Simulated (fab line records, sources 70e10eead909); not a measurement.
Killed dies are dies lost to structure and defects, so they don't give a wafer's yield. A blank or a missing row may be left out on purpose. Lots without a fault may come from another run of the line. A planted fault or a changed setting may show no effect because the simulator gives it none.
Chamber matching | flow nand_harc | NHARC_A_ZERO_WELL_ETCH_19 on rie_diel-06: 4 sister chambers
The step etches the open film in N2/H2, target depth 80 nm, overetch 24 nm, time 87.88 s. 16 wafers are shown with their chamber, then 8 later ones without.

WAFERS WITH THEIR CHAMBER
wafer  | chamber | drypump_motor_current_A (A) | rf_vpp_V (V) | oes_product_au (a.u.)
L925.2 | 3       | 5.6                         | 433.6        | 1.003
L925.4 | 3       | 5.7                         | 434.2        | 1.007
L925.5 | 0       | 6.5                         | 430.5        | 1.004
L928.1 | 3       | 5.6                         | 433.7        | 1.001
L928.3 | 3       | 5.6                         | 433.3        | 0.997
L928.5 | 3       | 5.6                         | 432.8        | 0.993
L930.1 | 0       | 6.5                         | 431.6        | 1.005
L930.4 | 0       | 6.5                         | 431.0        | 1.003
L930.6 | 1       | 5.9                         | 427.4        | 1.013
L933.1 | 0       | 6.5                         | 434.3        | 1.005
L933.2 | 1       | 5.9                         | 426.5        | 0.999
L933.4 | 2       | 5.7                         | 430.4        | 0.968
L936.2 | 2       | 5.7                         | 428.4        | 0.987
L936.4 | 1       | 5.9                         | 428.1        | 0.999
L936.5 | 1       | 5.9                         | 427.7        | 1.005
L937.2 | 0       | 6.5                         | 432.3        | 1.010

SIGNATURES (means of the wafers above)
reading                 | chamber 0 | chamber 1 | chamber 2 | chamber 3 | scatter within a chamber
drypump_motor_current_A | 6.500     | 5.900     | 5.700     | 5.620     | 0.0258
rf_vpp_V                | 431.940   | 427.425   | 429.400   | 433.520   | 1.05
oes_product_au          | 1.00540   | 1.00400   | 0.97750   | 1.00020   | 0.00618
Rule: a wafer's distance from a chamber is the root of the sum, over the readings, of the square of ((its reading less the chamber's mean) divided by the reading's scatter). The wafer belongs to the nearest chamber; if the next one is less than 2 further off, it can't be placed. The scatter: the root of (the sum of the squares of (reading less its chamber's mean) over the shown wafers, divided by (wafers less chambers)).

WAFERS WITHOUT THEIR CHAMBER
wafer  | drypump_motor_current_A (A) | rf_vpp_V (V) | oes_product_au (a.u.)
L937.4 | 5.7                         | 428.7        | 0.988
L937.5 | 5.7                         | 434.1        | 0.998
L938.1 | 5.9                         | 426.2        | 1.002
L938.4 | 5.7                         | 428.5        | 0.973
L938.5 | 6.5                         | 431.1        | 0.992
L941.1 | 5.7                         | 433.6        | 1.010
L941.2 | 6.5                         | 431.6        | 0.991
L941.5 | 6.5                         | 432.7        | 0.989

WHICH CHAMBER EACH WENT THROUGH
wafer  | from the rows above | in truth
L937.4 | 2                   | 2
L937.5 | 3                   | 3
L938.1 | 1                   | 1
L938.4 | 2                   | 2
L938.5 | 0                   | 0
L941.1 | 3                   | 3
L941.2 | 0                   | 0
L941.5 | 0                   | 0
Placed correctly: 8 of 8. Can't be placed from these rows: 0. Placed wrongly: 0.
